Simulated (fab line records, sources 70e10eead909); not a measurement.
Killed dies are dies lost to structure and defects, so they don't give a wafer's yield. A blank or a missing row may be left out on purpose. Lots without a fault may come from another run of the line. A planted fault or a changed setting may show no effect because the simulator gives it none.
Chamber matching | flow nand_harc | NHARC_P_M0_DEP_32 on pecvd-03: 3 sister chambers
The step deposits SiCN, target thk 30 nm. 3 wafers are shown with their chamber, then 8 later ones without.

WAFERS WITH THEIR CHAMBER
wafer  | chamber | susceptor_temp_C (C)
L086.2 | 0       | 370.10
L086.4 | 1       | 370.04
L085.1 | 2       | 369.93

WAFERS WITHOUT THEIR CHAMBER
wafer  | susceptor_temp_C (C)
L085.2 | 370.09
L085.5 | 369.79
L092.2 | 370.22
L092.3 | 370.11
L092.6 | 370.00
L096.1 | 369.62
L096.3 | 370.00
L096.4 | 369.76

WHICH CHAMBER EACH WENT THROUGH
wafer  | from the rows above          | in truth
L085.2 | can't be placed: 0 or 1 or 2 | 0
L085.5 | can't be placed: 2 or 1 or 0 | 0
L092.2 | can't be placed: 0 or 1 or 2 | 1
L092.3 | can't be placed: 0 or 1 or 2 | 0
L092.6 | can't be placed: 1 or 2 or 0 | 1
L096.1 | can't be placed: 2 or 1 or 0 | 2
L096.3 | can't be placed: 1 or 2 or 0 | 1
L096.4 | can't be placed: 2 or 1 or 0 | 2
Placed correctly: 0 of 8. Can't be placed from these rows: 8 (the true chamber is among the candidates in 8). Placed wrongly: 0.
How it was worked out, from the rows above alone: a wafer's distance from a chamber is the root of the sum, over the readings, of the square of ((its reading less the chamber's mean) divided by the reading's scatter). The wafer belongs to the nearest chamber; if the next one is less than 2 further off, it can't be placed. A chamber's mean is the mean of its shown wafers. The scatter: with one shown wafer a chamber, the root of the mean of the squares of how far each hidden wafer lies from its nearest shown one.
